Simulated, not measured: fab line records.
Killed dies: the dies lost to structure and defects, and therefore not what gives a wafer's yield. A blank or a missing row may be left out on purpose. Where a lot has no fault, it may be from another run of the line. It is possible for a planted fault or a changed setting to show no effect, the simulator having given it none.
Chamber matching / flow n5 finfet / rie diel-02 running N5_BEOL_M4_ETCH_64: 4 sister chambers
The step etches SOC in N2/H2, target depth 75 nm, overetch 22.5 nm, time 121.9 s. 4 wafers are shown with their chamber, then 10 later ones without.

== WAFERS PAIRED WITH THEIR CHAMBERS ==
wafer=L089.3; chamber=0; drypump motor current A (A)=6.3
wafer=L089.5; chamber=2; drypump motor current A (A)=5.2
wafer=L090.1; chamber=3; drypump motor current A (A)=5.7
wafer=L090.2; chamber=1; drypump motor current A (A)=5.5

== WAFERS WITHOUT THEIR CHAMBER ==
wafer=L090.4; drypump motor current A (A)=6.4
wafer=L092.3; drypump motor current A (A)=5.5
wafer=L092.4; drypump motor current A (A)=6.3
wafer=L092.5; drypump motor current A (A)=5.2
wafer=L096.3; drypump motor current A (A)=5.5
wafer=L096.5; drypump motor current A (A)=6.3
wafer=L096.6; drypump motor current A (A)=5.7
wafer=L097.1; drypump motor current A (A)=5.7
wafer=L097.3; drypump motor current A (A)=6.3
wafer=L097.5; drypump motor current A (A)=5.7

== EACH ONE'S CHAMBER ==
wafer=L090.4; from the rows above=0; in truth=0
wafer=L092.3; from the rows above=1; in truth=1
wafer=L092.4; from the rows above=0; in truth=0
wafer=L092.5; from the rows above=2; in truth=2
wafer=L096.3; from the rows above=1; in truth=1
wafer=L096.5; from the rows above=0; in truth=0
wafer=L096.6; from the rows above=3; in truth=3
wafer=L097.1; from the rows above=3; in truth=3
wafer=L097.3; from the rows above=0; in truth=0
wafer=L097.5; from the rows above=3; in truth=3
Correct placement for 10 of the 10. Number that these rows cannot place: 0. Wrongly placed: 0.
How it was worked out, from the rows above alone: a wafer's distance from a chamber is the root of the sum, over the readings, of the square of ((its reading less the chamber's mean) divided by the reading's scatter). The wafer belongs to the nearest chamber; if the next one is less than 2 further off, it can't be placed. The mean given for a chamber averages the wafers shown for that chamber. The scatter: root of mean squared gap, hidden wafer to nearest shown wafer, with one shown wafer a chamber.
